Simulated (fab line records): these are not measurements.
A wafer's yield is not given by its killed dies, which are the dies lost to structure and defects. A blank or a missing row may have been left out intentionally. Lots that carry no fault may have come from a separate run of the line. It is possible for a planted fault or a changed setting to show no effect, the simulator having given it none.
Split-lot trial ; flow n5_finfet ; route with 1938 steps; 7 lots, 21 wafers read

SPLIT DETAILS
At N5_BEOL_M7_DESCUM_33 (chemistry O2, time 7 s), the setting time_s was moved away from the recipe's 7 s on 7 of the 21 wafers read, by -10.7% to +13.4%. All remaining wafers had this setting at the recipe value.

FROM THE SPLIT ON TO THE READING: in between, the file shows 1 step
- N5_BEOL_M7_ETCH_72: etches underlayer in N2/H2, target depth 6.5 nm, time 5.2 s

THE READING
CAR-EUV_of_BEOL_M7_COAT_22.thk_nm (the simulator's own value, which no gauge read), in nm, at N5_BEOL_M7_ETCH_65 (etches SiARC in CF4, target depth 15.6 nm, time 26 s). No usual value for it is given in the file. The 14 wafers here that ran the recipe average 11.2 nm, standard deviation 0.052 nm.

wafer;tool, chamber at the split;time_s as run, s;against the recipe;CAR-EUV_of_BEOL_M7_COAT_22.thk_nm, nm;against lot-mates on the recipe
L074.3;rie_diel-02, 1;7.938;+13.4%;10.8;-0.4
L074.6;rie_diel-02, 1;7.938;+13.4%;10.8;-0.4
L074.4;rie_diel-02, 3;7;recipe;11.2;-
L075.2;rie_diel-05, 2;6.571;-6.1%;11.4;+0.2
L075.3;rie_diel-05, 3;7;recipe;11.2;-
L075.5;rie_diel-05, 3;6.571;-6.1%;11.6;+0.4
L083.2;rie_diel-05, 2;7.706;+10.1%;10.8;-0.4
L083.3;rie_diel-05, 3;7.706;+10.1%;10.8;-0.4
L083.4;rie_diel-05, 1;7;recipe;11.2;-
L088.2;rie_diel-02, 3,2;7;recipe;11.2;-
L088.3;rie_diel-02, 3,2;7;recipe;11.2;-
L088.5;rie_diel-02, 2;7;recipe;11.2;-
L091.3;rie_diel-02, 1;7;recipe;11.2;-
L091.4;rie_diel-02, 2;7;recipe;11.2;-
L091.5;rie_diel-02, 1;7;recipe;11.2;-
L096.1;rie_diel-02, 3;7;recipe;11.2;-
L096.2;rie_diel-02, 1,2;7;recipe;11.2;-
L096.3;rie_diel-02, 1,2;7;recipe;11.4;-
L097.2;rie_diel-02, 0,3;7;recipe;11.2;-
L097.4;rie_diel-02, 0,3;7;recipe;11.2;-
L097.3;rie_diel-02, 2;6.251;-10.7%;11.4;+0.2
The file does not say which wafer passed through which chamber wherever a row lists several chambers: such a row stands for several wafers.

FIT RESULTS
A straight line over all 21 wafers: CAR-EUV_of_BEOL_M7_COAT_22.thk_nm changes by -0.033 nm for each +1% of time_s; r = -0.94; the points scatter about the line by 0.077 nm.
The same after taking each lot's own level away (the mean of its wafers on the recipe; 21 wafers): -0.0327 nm for each +1%; r = -0.94; scatter 0.073 nm.
On that fit, the largest move of time_s shifts the reading by 0.44 nm.
Measured against the standard deviation above, the lots' own levels, which go from 11.20 to 11.27 nm, span 1.3 times it.
Consequently the slope shifts little with the lot-to-lot level, the two slopes agreeing.
Check: with one of the wafers moved furthest among these (+13.4%) left out of the fit, the line predicts -0.452 nm for it against its lot-mates. Against them it came out at -0.4 nm.

ADDITIONAL SPLITS CARRIED BY THESE WAFERS
Note: prior to the reading, these wafers also went through further splits. Each is held against what the fit with the lots' levels taken away leaves over:
other split on the same wafers;wafers away from the commonest value;r with CAR-EUV_of_BEOL_M7_COAT_22.thk_nm (lot level and that fit taken away)
N5_BEOL_M6_ETCH_66 bias_w;3;-0.23
N5_BEOL_M7_EXPOSE_25 dose_mj;10;-0.27

THE WHOLE CHAIN: every reading that the file lists as answering this split, in the file's order
step;what it does;reading;change (the file's fit);r (the file's)
N5_BEOL_M7_ETCH_72;etches underlayer in N2/H2, target depth 6.5 nm, time 5.2 s;CAR-EUV_of_BEOL_M7_COAT_22.thk_nm (the simulator's own value, which no gauge read);-0.0294 nm for each +1% of the setting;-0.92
N5_BEOL_M7_ETCH_65;etches SiARC in CF4, target depth 15.6 nm, time 26 s;CAR-EUV_of_BEOL_M7_COAT_22.thk_nm (the simulator's own value, which no gauge read);-0.0309 nm for each +1% of the setting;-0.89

FILE'S OWN FIT
CAR-EUV_of_BEOL_M7_COAT_22.thk_nm changes by -0.0309 nm for each +1% of time_s, r = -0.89.
